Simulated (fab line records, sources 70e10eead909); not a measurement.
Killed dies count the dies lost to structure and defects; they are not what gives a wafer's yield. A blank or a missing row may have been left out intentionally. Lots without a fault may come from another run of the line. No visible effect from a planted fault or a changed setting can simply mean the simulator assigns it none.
Matching of chambers / flow nand-harc / NHARC_P_M2_ETCH_35 on rie-diel-07: 4 sister chambers
The step etches the open film in N2/H2, target depth 40 nm, overetch 12 nm, time 43.94 s. 8 wafers are shown with their chamber, then 9 later ones without.

EACH WAFER AND ITS CHAMBER
wafer=L085.6; chamber=2; rf-vpp-V (V)=425.3; oes-product-au (a.u.)=1.007
wafer=L087.3; chamber=3; rf-vpp-V (V)=431.5; oes-product-au (a.u.)=0.993
wafer=L089.2; chamber=2; rf-vpp-V (V)=428.8; oes-product-au (a.u.)=1.001
wafer=L089.3; chamber=1; rf-vpp-V (V)=428.3; oes-product-au (a.u.)=0.997
wafer=L089.5; chamber=3; rf-vpp-V (V)=430.6; oes-product-au (a.u.)=0.996
wafer=L092.2; chamber=0; rf-vpp-V (V)=430.9; oes-product-au (a.u.)=0.997
wafer=L092.5; chamber=1; rf-vpp-V (V)=428.2; oes-product-au (a.u.)=1.003
wafer=L092.6; chamber=0; rf-vpp-V (V)=431.0; oes-product-au (a.u.)=0.997

WAFERS WITHOUT THEIR CHAMBER
wafer=L094.2; rf-vpp-V (V)=431.0; oes-product-au (a.u.)=1.004
wafer=L094.4; rf-vpp-V (V)=431.9; oes-product-au (a.u.)=0.991
wafer=L094.5; rf-vpp-V (V)=426.6; oes-product-au (a.u.)=0.984
wafer=L095.2; rf-vpp-V (V)=433.2; oes-product-au (a.u.)=0.991
wafer=L095.3; rf-vpp-V (V)=430.4; oes-product-au (a.u.)=0.995
wafer=L095.6; rf-vpp-V (V)=427.8; oes-product-au (a.u.)=0.997
wafer=L097.3; rf-vpp-V (V)=433.1; oes-product-au (a.u.)=0.997
wafer=L097.5; rf-vpp-V (V)=431.5; oes-product-au (a.u.)=0.995
wafer=L097.6; rf-vpp-V (V)=427.5; oes-product-au (a.u.)=0.995

WHICH CHAMBER EACH ONE RAN IN
wafer=L094.2; from the rows above=can't be placed: 0 or 1 or 3 or 2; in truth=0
wafer=L094.4; from the rows above=can't be placed: 3 or 0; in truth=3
wafer=L094.5; from the rows above=can't be placed: 3 or 1 or 0 or 2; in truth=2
wafer=L095.2; from the rows above=can't be placed: 3 or 0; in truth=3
wafer=L095.3; from the rows above=can't be placed: 3 or 0 or 1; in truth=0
wafer=L095.6; from the rows above=can't be placed: 1 or 2 or 0 or 3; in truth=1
wafer=L097.3; from the rows above=can't be placed: 0 or 3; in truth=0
wafer=L097.5; from the rows above=can't be placed: 3 or 0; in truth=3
wafer=L097.6; from the rows above=can't be placed: 1 or 0 or 3 or 2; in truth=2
0 of 9 placed correctly. Not placeable from these rows: 9 (in 9, the candidates include the true chamber). Number placed wrongly: 0.
How it was worked out, from the rows above alone: a wafer's distance from a chamber is the root of the sum, over the readings, of the square of ((its reading less the chamber's mean) divided by the reading's scatter). If the next closest chamber is less than 2 further off than the closest, the wafer can't be placed; otherwise it belongs to the closest. For every chamber, the mean is computed from those of its wafers that are shown. How the scatter is found: for the shown wafers, subtract from each reading the mean of its chamber, square and add these, divide the total by (wafers less chambers), then take the root.
